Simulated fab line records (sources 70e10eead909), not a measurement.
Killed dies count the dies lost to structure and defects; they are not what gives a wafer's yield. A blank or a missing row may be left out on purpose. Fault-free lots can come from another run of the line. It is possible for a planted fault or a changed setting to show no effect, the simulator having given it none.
Which of the tools did it? || flow nand harc || 14 lots with 40 wafers sampled at 6 steps, on a route of 1159 steps

WHAT THE GAUGES READ, wafer by wafer
NHARC_A_SOURCE_PLATE_THK_MEAS_06: measures by ellipsometry.
{"lot": "L872", "measured": "day 7 08:42", "on": "film metro-01", "thk nm (nm)": "199.6 198.5 198.0"}
{"lot": "L874", "measured": "day 7 20:49", "on": "film metro-02", "thk nm (nm)": "201.0 200.6 200.1"}
{"lot": "L876", "measured": "day 8 13:43", "on": "film metro-02", "thk nm (nm)": "198.7 197.6 199.9"}
{"lot": "L875", "measured": "day 8 13:43", "on": "film metro-01", "thk nm (nm)": "200.1 201.5 199.4"}
{"lot": "L877", "measured": "day 8 20:56", "on": "film metro-02", "thk nm (nm)": "202.4 204.7 200.7"}
{"lot": "L878", "measured": "day 9 08:46", "on": "film metro-01", "thk nm (nm)": "198.9 198.1 200.1"}
{"lot": "L880", "measured": "day 9 13:34", "on": "film metro-01", "thk nm (nm)": "198.1 198.2 197.3"}
{"lot": "L881", "measured": "day 10 02:09", "on": "film metro-01", "thk nm (nm)": "198.1 196.9 197.6"}
{"lot": "L882", "measured": "day 10 02:09", "on": "film metro-02", "thk nm (nm)": "201.5 196.1 199.2"}
{"lot": "L886", "measured": "day 10 17:03", "on": "film metro-01", "thk nm (nm)": "198.3 197.3"}
{"lot": "L888", "measured": "day 11 11:35", "on": "film metro-02", "thk nm (nm)": "195.8 196.0"}
{"lot": "L889", "measured": "day 11 19:48", "on": "film metro-02", "thk nm (nm)": "197.3 198.0 199.8"}
{"lot": "L892", "measured": "day 12 01:52", "on": "film metro-01", "thk nm (nm)": "199.8 199.0 200.0"}
{"lot": "L893", "measured": "day 12 18:54", "on": "film metro-01", "thk nm (nm)": "201.9 198.2 195.2"}

NHARC_A_ONON_D1_THK_MEAS_27: measures by ellipsometry.
{"lot": "L872", "measured": "day 7 20:32", "on": "film metro-02", "thk nm (nm)": "1000 1001 999"}
{"lot": "L874", "measured": "day 8 10:26", "on": "film metro-02", "thk nm (nm)": "1005 1007 1008"}
{"lot": "L876", "measured": "day 9 01:26", "on": "film metro-01", "thk nm (nm)": "990 993 992"}
{"lot": "L875", "measured": "day 9 01:28", "on": "film metro-02", "thk nm (nm)": "995 994 994"}
{"lot": "L877", "measured": "day 9 08:45", "on": "film metro-01", "thk nm (nm)": "1001 1001 1000"}
{"lot": "L878", "measured": "day 9 20:31", "on": "film metro-02", "thk nm (nm)": "1002 1004 1001"}
{"lot": "L880", "measured": "day 10 01:17", "on": "film metro-02", "thk nm (nm)": "989 993 991"}
{"lot": "L881", "measured": "day 10 14:18", "on": "film metro-01", "thk nm (nm)": "978 977 975"}
{"lot": "L882", "measured": "day 10 14:17", "on": "film metro-02", "thk nm (nm)": "1503 994 994"}
{"lot": "L886", "measured": "day 11 07:22", "on": "film metro-01", "thk nm (nm)": "1502 991"}
{"lot": "L888", "measured": "day 11 23:17", "on": "film metro-01", "thk nm (nm)": "978 1488"}
{"lot": "L889", "measured": "day 12 07:35", "on": "film metro-01", "thk nm (nm)": "992 993 992"}
{"lot": "L892", "measured": "day 12 13:38", "on": "film metro-02", "thk nm (nm)": "987 986 987"}
{"lot": "L893", "measured": "day 13 06:41", "on": "film metro-01", "thk nm (nm)": "998 999 999"}

NHARC_END_SORT_01.
{"lot": "L882", "measured": "day 21 19:50", "on": "prober-02", "killed at array": "674 25 40", "killed at other": "1 1 0", "killed at periphery": "2 2 6", "killed dies": "677 28 46", "killed open": "1 3 6", "killed short": "1 4 3"}
{"lot": "L886", "measured": "day 22 04:14", "on": "prober-01", "killed at array": "677 34", "killed at other": "0 0", "killed at periphery": "0 2", "killed dies": "677 36", "killed open": "5 4", "killed short": "2 1"}

EACH LOT AND THE TOOL THAT RAN IT (in order: tool; ch and the chambers of the sampled wafers; start)
{"lot": "L872", "NHARC_P_BONDPAD_DEGAS_25": "pvd sputter-01, day 6 06:55", "NHARC_A_ONON_D1_DEP_25": "pecvd onon-01 ch 0, day 7 20:01", "NHARC_A_CHANNEL_HOLE_D1_DEP_01": "pecvd-02 ch 1,2, day 8 00:35"}
{"lot": "L874", "NHARC_P_BONDPAD_DEGAS_25": "pvd sputter-02, day 6 21:17", "NHARC_A_ONON_D1_DEP_25": "pecvd onon-01 ch 0, day 8 09:59", "NHARC_A_CHANNEL_HOLE_D1_DEP_01": "pecvd-02 ch 0,1,2, day 8 16:23"}
{"lot": "L876", "NHARC_P_BONDPAD_DEGAS_25": "pvd sputter-02, day 7 09:08", "NHARC_A_ONON_D1_DEP_25": "pecvd onon-01 ch 0, day 9 00:55", "NHARC_A_CHANNEL_HOLE_D1_DEP_01": "pecvd-03 ch 1,2, day 9 04:37"}
{"lot": "L875", "NHARC_P_BONDPAD_DEGAS_25": "pvd sputter-01, day 7 10:47", "NHARC_A_ONON_D1_DEP_25": "pecvd onon-03 ch 0, day 9 00:57", "NHARC_A_CHANNEL_HOLE_D1_DEP_01": "pecvd-01 ch 0,1,2, day 9 04:32"}
{"lot": "L877", "NHARC_P_BONDPAD_DEGAS_25": "pvd sputter-03, day 7 18:34", "NHARC_A_ONON_D1_DEP_25": "pecvd onon-02 ch 0, day 9 08:14", "NHARC_A_CHANNEL_HOLE_D1_DEP_01": "pecvd-01 ch 0,1,2, day 9 11:54"}
{"lot": "L878", "NHARC_P_BONDPAD_DEGAS_25": "pvd sputter-02, day 8 06:01", "NHARC_A_ONON_D1_DEP_25": "pecvd onon-01 ch 0, day 9 20:07", "NHARC_A_CHANNEL_HOLE_D1_DEP_01": "pecvd-01 ch 0,1,2, day 10 00:40"}
{"lot": "L880", "NHARC_P_BONDPAD_DEGAS_25": "pvd sputter-03, day 8 11:51", "NHARC_A_ONON_D1_DEP_25": "pecvd onon-03 ch 0, day 10 00:46", "NHARC_A_CHANNEL_HOLE_D1_DEP_01": "pecvd-03 ch 0,1,2, day 10 05:38"}
{"lot": "L881", "NHARC_P_BONDPAD_DEGAS_25": "pvd sputter-02, day 8 21:57", "NHARC_A_ONON_D1_DEP_25": "pecvd onon-02 ch 0, day 10 13:47", "NHARC_A_CHANNEL_HOLE_D1_DEP_01": "pecvd-02 ch 1,2, day 10 20:08"}
{"lot": "L882", "NHARC_P_BONDPAD_DEGAS_25": "pvd sputter-01, day 9 00:40", "NHARC_A_ONON_D1_DEP_25": "pecvd onon-01 ch 0, day 10 13:50", "NHARC_A_CHANNEL_HOLE_D1_DEP_01": "pecvd-03 ch 1,2, day 10 18:46"}
{"lot": "L886", "NHARC_P_BONDPAD_DEGAS_25": "pvd sputter-03, day 9 12:28", "NHARC_A_ONON_D1_DEP_25": "pecvd onon-01 ch 0, day 11 06:54", "NHARC_A_CHANNEL_HOLE_D1_DEP_01": "pecvd-01 ch 1, day 11 11:00"}
{"lot": "L888", "NHARC_P_BONDPAD_DEGAS_25": "pvd sputter-03, day 10 09:14", "NHARC_A_ONON_D1_DEP_25": "pecvd onon-01 ch 0, day 11 22:53", "NHARC_A_CHANNEL_HOLE_D1_DEP_01": "pecvd-01 ch 1, day 12 04:19"}
{"lot": "L889", "NHARC_P_BONDPAD_DEGAS_25": "pvd sputter-02, day 10 19:14", "NHARC_A_ONON_D1_DEP_25": "pecvd onon-03 ch 0, day 12 07:08", "NHARC_A_CHANNEL_HOLE_D1_DEP_01": "pecvd-01 ch 0,2, day 12 10:59"}
{"lot": "L892", "NHARC_P_BONDPAD_DEGAS_25": "pvd sputter-03, day 10 23:52", "NHARC_A_ONON_D1_DEP_25": "pecvd onon-02 ch 0, day 12 13:08", "NHARC_A_CHANNEL_HOLE_D1_DEP_01": "pecvd-02 ch 1,2, day 12 17:37"}
{"lot": "L893", "NHARC_P_BONDPAD_DEGAS_25": "pvd sputter-01, day 11 15:39", "NHARC_A_ONON_D1_DEP_25": "pecvd onon-03 ch 0, day 13 06:17", "NHARC_A_CHANNEL_HOLE_D1_DEP_01": "pecvd-02 ch 0,2, day 13 10:48"}
- NHARC_P_BONDPAD_DEGAS_25: time 60 s.
- NHARC_A_ONON_D1_DEP_25: target thk 1000 nm.
- NHARC_A_CHANNEL_HOLE_D1_DEP_01: deposits SiON, target thk 140 nm.

WHAT THE TOOLS THEMSELVES READ (means of the sampled wafers that have a number; where no wafer has one, the mark that the record gives instead)
NHARC_P_BONDPAD_DEGAS_25.
{"lot": "L872", "tool": "pvd sputter-01", "heater power w (W)": 482}
{"lot": "L874", "tool": "pvd sputter-02", "heater power w (W)": 475}
{"lot": "L876", "tool": "pvd sputter-02", "heater power w (W)": 481}
{"lot": "L875", "tool": "pvd sputter-01", "heater power w (W)": 490}
{"lot": "L877", "tool": "pvd sputter-03", "heater power w (W)": 457}
{"lot": "L878", "tool": "pvd sputter-02", "heater power w (W)": 461}
{"lot": "L880", "tool": "pvd sputter-03", "heater power w (W)": 438}
{"lot": "L881", "tool": "pvd sputter-02", "heater power w (W)": 450}
{"lot": "L882", "tool": "pvd sputter-01", "heater power w (W)": 491}
{"lot": "L886", "tool": "pvd sputter-03", "heater power w (W)": 452}
{"lot": "L888", "tool": "pvd sputter-03", "heater power w (W)": 446}
{"lot": "L889", "tool": "pvd sputter-02", "heater power w (W)": 475}
{"lot": "L892", "tool": "pvd sputter-03", "heater power w (W)": 476}
{"lot": "L893", "tool": "pvd sputter-01", "heater power w (W)": 473}

NHARC_A_ONON_D1_DEP_25.
{"lot": "L872", "tool": "pecvd onon-01", "nh3 flow sccm (sccm)": 498.8}
{"lot": "L874", "tool": "pecvd onon-01", "nh3 flow sccm (sccm)": 500.5}
{"lot": "L876", "tool": "pecvd onon-01", "nh3 flow sccm (sccm)": 500.9}
{"lot": "L875", "tool": "pecvd onon-03", "nh3 flow sccm (sccm)": 502.7}
{"lot": "L877", "tool": "pecvd onon-02", "nh3 flow sccm (sccm)": 498.6}
{"lot": "L878", "tool": "pecvd onon-01", "nh3 flow sccm (sccm)": 499.6}
{"lot": "L880", "tool": "pecvd onon-03", "nh3 flow sccm (sccm)": 498.3}
{"lot": "L881", "tool": "pecvd onon-02", "nh3 flow sccm (sccm)": 500.2}
{"lot": "L882", "tool": "pecvd onon-01", "nh3 flow sccm (sccm)": 497.9}
{"lot": "L886", "tool": "pecvd onon-01", "nh3 flow sccm (sccm)": 498.4}
{"lot": "L888", "tool": "pecvd onon-01", "nh3 flow sccm (sccm)": 500.0}
{"lot": "L889", "tool": "pecvd onon-03", "nh3 flow sccm (sccm)": 499.9}
{"lot": "L892", "tool": "pecvd onon-02", "nh3 flow sccm (sccm)": 500.9}
{"lot": "L893", "tool": "pecvd onon-03", "nh3 flow sccm (sccm)": 499.6}

NHARC_A_CHANNEL_HOLE_D1_DEP_01.
{"lot": "L872", "tool": "pecvd-02", "chamber pressure Torr (Torr)": 3.500, "heater power w (W)": 645, "showerhead vpp V (V)": 1105}
{"lot": "L874", "tool": "pecvd-02", "chamber pressure Torr (Torr)": 3.498, "heater power w (W)": 684, "showerhead vpp V (V)": 1154}
{"lot": "L876", "tool": "pecvd-03", "chamber pressure Torr (Torr)": 3.505, "heater power w (W)": 746, "showerhead vpp V (V)": 1180}
{"lot": "L875", "tool": "pecvd-01", "chamber pressure Torr (Torr)": 3.500, "heater power w (W)": 671, "showerhead vpp V (V)": 1197}
{"lot": "L877", "tool": "pecvd-01", "chamber pressure Torr (Torr)": 3.495, "heater power w (W)": 758, "showerhead vpp V (V)": 1201}
{"lot": "L878", "tool": "pecvd-01", "chamber pressure Torr (Torr)": 3.493, "heater power w (W)": 733, "showerhead vpp V (V)": 1196}
{"lot": "L880", "tool": "pecvd-03", "chamber pressure Torr (Torr)": 3.493, "heater power w (W)": 775, "showerhead vpp V (V)": 1127}
{"lot": "L881", "tool": "pecvd-02", "chamber pressure Torr (Torr)": 3.506, "heater power w (W)": 625, "showerhead vpp V (V)": 1101}
{"lot": "L882", "tool": "pecvd-03", "chamber pressure Torr (Torr)": 3.500, "heater power w (W)": 752, "showerhead vpp V (V)": 1174}
{"lot": "L886", "tool": "pecvd-01", "chamber pressure Torr (Torr)": 3.506, "heater power w (W)": 697, "showerhead vpp V (V)": 1201}
{"lot": "L888", "tool": "pecvd-01", "chamber pressure Torr (Torr)": 3.475, "heater power w (W)": 693, "showerhead vpp V (V)": 1184}
{"lot": "L889", "tool": "pecvd-01", "chamber pressure Torr (Torr)": 3.506, "heater power w (W)": 615, "showerhead vpp V (V)": 1196}
{"lot": "L892", "tool": "pecvd-02", "chamber pressure Torr (Torr)": 3.494, "heater power w (W)": 726, "showerhead vpp V (V)": 1107}
{"lot": "L893", "tool": "pecvd-02", "chamber pressure Torr (Torr)": 3.505, "heater power w (W)": 659, "showerhead vpp V (V)": 1190}

THE ANSWER, worked out from the rows above alone
Rule: what is usual is taken from the lots themselves. Put in order of their means at a reading, lots are off if they are a third of the lots or fewer, leave a main group of 4 or more, and stand apart from it by a gap of 3 or more times the standard deviation of the main group's means; of several such gaps the widest counts. If all means in a main group match to the digits the tables above print for the reading, that group is not used. Also off: a lot with no number at a reading for which 4 or more lots have one. Any other lot the step has rows for is counted as sound. First the gauges in route order, then the tools' own readings, where a lot's mean is used as printed above. At the first step where some lot is off, the reading lying furthest off is the one used; lots without a number count as furthest.
Off, at NHARC_A_ONON_D1_THK_MEAS_27 on thk nm: L882, L886, L888. For the main group the mean is 995 nm and the standard deviation 8.
A tool fits if, at a process step before that reading, it ran every lot that is off, and no sound lot after the first of them. Those tools and the gauges at NHARC_A_ONON_D1_THK_MEAS_27 are tried in the same way. One fits: NHARC_A_ONON_D1_DEP_25 on pecvd onon-01. Its last sound lot is L878 (day 9 20:07), its first lot that is off L882 (day 10 13:50): a fault that began between those two fits.

WHAT THE SIMULATOR HAD PUT IN
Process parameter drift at NHARC_A_ONON_D1_DEP_25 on pecvd onon-01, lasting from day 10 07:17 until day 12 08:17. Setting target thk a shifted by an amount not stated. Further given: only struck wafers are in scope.
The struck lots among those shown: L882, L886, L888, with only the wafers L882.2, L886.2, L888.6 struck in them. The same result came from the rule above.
